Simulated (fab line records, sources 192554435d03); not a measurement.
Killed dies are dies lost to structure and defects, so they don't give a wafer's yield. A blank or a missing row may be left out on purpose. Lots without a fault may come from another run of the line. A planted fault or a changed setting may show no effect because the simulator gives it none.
Chamber matching | flow n5_finfet | N5_WELL_APT_DESCUM_30 on rie_diel-05: 4 sister chambers
The step chemistry O2, time 7.9 s. 4 wafers are shown with their chamber, then 10 later ones without.

WAFERS WITH THEIR CHAMBER
wafer  | chamber | showerhead_plenum_p_Torr (Torr)
L084.2 | 0       | 2.03
L084.4 | 2       | 1.97
L086.2 | 1       | 2.11
L086.4 | 3       | 2.07

WAFERS WITHOUT THEIR CHAMBER
wafer  | showerhead_plenum_p_Torr (Torr)
L086.5 | 2.11
L089.3 | 2.23
L089.4 | 2.10
L089.5 | 2.03
L091.2 | 2.03
L091.4 | 2.22
L091.5 | 2.03
L097.1 | 2.02
L097.2 | 2.22
L097.4 | 2.10

WHICH CHAMBER EACH WENT THROUGH
wafer  | from the rows above               | in truth
L086.5 | can't be placed: 1 or 3 or 0      | 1
L089.3 | can't be placed: 1 or 3 or 0      | 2
L089.4 | can't be placed: 1 or 3 or 0 or 2 | 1
L089.5 | can't be placed: 0 or 3 or 2 or 1 | 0
L091.2 | can't be placed: 0 or 3 or 2 or 1 | 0
L091.4 | can't be placed: 1 or 3 or 0      | 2
L091.5 | can't be placed: 0 or 3 or 2 or 1 | 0
L097.1 | can't be placed: 0 or 3 or 2 or 1 | 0
L097.2 | can't be placed: 1 or 3 or 0      | 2
L097.4 | can't be placed: 1 or 3 or 0 or 2 | 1
Placed correctly: 0 of 10. Can't be placed from these rows: 10 (the true chamber is among the candidates in 7). Placed wrongly: 0.
How it was worked out, from the rows above alone: a wafer's distance from a chamber is the root of the sum, over the readings, of the square of ((its reading less the chamber's mean) divided by the reading's scatter). The wafer belongs to the nearest chamber; if the next one is less than 2 further off, it can't be placed. A chamber's mean is the mean of its shown wafers. The scatter: with one shown wafer a chamber, the root of the mean of the squares of how far each hidden wafer lies from its nearest shown one.
